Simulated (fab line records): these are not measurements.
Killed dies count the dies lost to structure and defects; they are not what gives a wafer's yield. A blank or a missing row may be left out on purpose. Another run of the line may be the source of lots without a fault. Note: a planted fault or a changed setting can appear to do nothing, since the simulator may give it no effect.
Chamber matching + flow nandHarc + NHARC_A_BLC_CMP_25 on cmp-04 has 4 sister chambers
The step polishes, t overpolish 30 s, target thk 150 nm. 8 wafers are shown with their chamber, then 7 later ones without.

WAFERS WITH THEIR CHAMBER
| wafer  | chamber | motorCurrentA (A) | overpolishRunS (s) |
|--------|---------|-------------------|--------------------|
| L742.5 | 1       | 11.0              | 30.002             |
| L744.1 | 2       | 13.8              | 29.984             |
| L744.6 | 1       | 10.7              | 30.004             |
| L751.2 | 0       | 10.8              | 29.985             |
| L751.5 | 0       | 10.6              | 30.000             |
| L751.6 | 3       | 11.7              | 29.997             |
| L753.2 | 2       | 13.8              | 30.002             |
| L753.4 | 3       | 12.3              | 30.018             |

WAFERS WITH NO CHAMBER GIVEN
| wafer  | motorCurrentA (A) | overpolishRunS (s) |
|--------|-------------------|--------------------|
| L753.6 | 10.9              | 29.988             |
| L754.3 | 13.5              | 29.987             |
| L754.4 | 12.2              | 29.998             |
| L754.6 | 11.7              | 30.008             |
| L755.2 | 11.3              | 29.989             |
| L755.3 | 12.8              | 29.990             |
| L755.5 | 10.7              | 29.994             |

EACH ONE'S CHAMBER
| wafer  | from the rows above          | in truth                   |
|--------|------------------------------|----------------------------|
| L753.6 | can't be placed: 0 or 1      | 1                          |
| L754.3 | 2                            | 2                          |
| L754.4 | 3                            | 3                          |
| L754.6 | 3                            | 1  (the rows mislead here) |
| L755.2 | can't be placed: 1 or 0 or 3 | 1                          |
| L755.3 | can't be placed: 3 or 2      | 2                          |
| L755.5 | can't be placed: 0 or 1      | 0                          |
Correct placement for 2 of the 7. Not placeable from these rows: 4 (in 4, the candidates include the true chamber). Number placed wrongly: 1.
How it was worked out, from the rows above alone: a wafer's distance from a chamber is the root of the sum, over the readings, of the square of ((its reading less the chamber's mean) divided by the reading's scatter). The wafer belongs to the nearest chamber; if the next one is less than 2 further off, it can't be placed. For every chamber, the mean is computed from those of its wafers that are shown. The scatter is the square root of a quotient: the sum, over the shown wafers, of each reading's squared deviation from its chamber's mean, divided by wafers minus chambers.
